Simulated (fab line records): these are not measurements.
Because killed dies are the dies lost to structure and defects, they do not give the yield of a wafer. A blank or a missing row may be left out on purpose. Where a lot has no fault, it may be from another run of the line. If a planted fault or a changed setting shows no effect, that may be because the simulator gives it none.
Matching of chambers    flow nand harc    ald hk-01 running NHARC_A_STAIRCASE_ALD_420: 4 sister chambers
The step deposits SiO2, target thk 20 nm, pulse time 6 s, ald cycles 200. 4 wafers are shown with their chamber, then 7 later ones without.

== EACH WAFER AND ITS CHAMBER ==
wafer   chamber  heater power outer w (W)
L080.1  3        329
L080.6  1        282
L089.1  2        244
L089.3  0        224

== WAFERS WITHOUT THEIR CHAMBER ==
wafer   heater power outer w (W)
L089.6  243
L090.1  227
L090.2  321
L090.6  230
L094.3  228
L094.4  238
L094.5  325

== WHICH CHAMBER EACH ONE RAN IN ==
wafer   from the rows above      in truth
L089.6  2                        2
L090.1  0                        0
L090.2  3                        3
L090.6  can't be placed: 0 or 2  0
L094.3  0                        0
L094.4  can't be placed: 2 or 0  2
L094.5  3                        3
Correct placement for 5 of the 7. Cannot be placed on the basis of these rows: 2; the candidates contain the true chamber in 2. Number placed wrongly: 0.
How it was worked out, from the rows above alone: a wafer's distance from a chamber is the root of the sum, over the readings, of the square of ((its reading less the chamber's mean) divided by the reading's scatter). The wafer belongs to the nearest chamber; if the next one is less than 2 further off, it can't be placed. For every chamber, the mean is computed from those of its wafers that are shown. The scatter (one wafer shown for each chamber): square how far every hidden wafer sits from the nearest shown wafer, average those squares and take the square root.
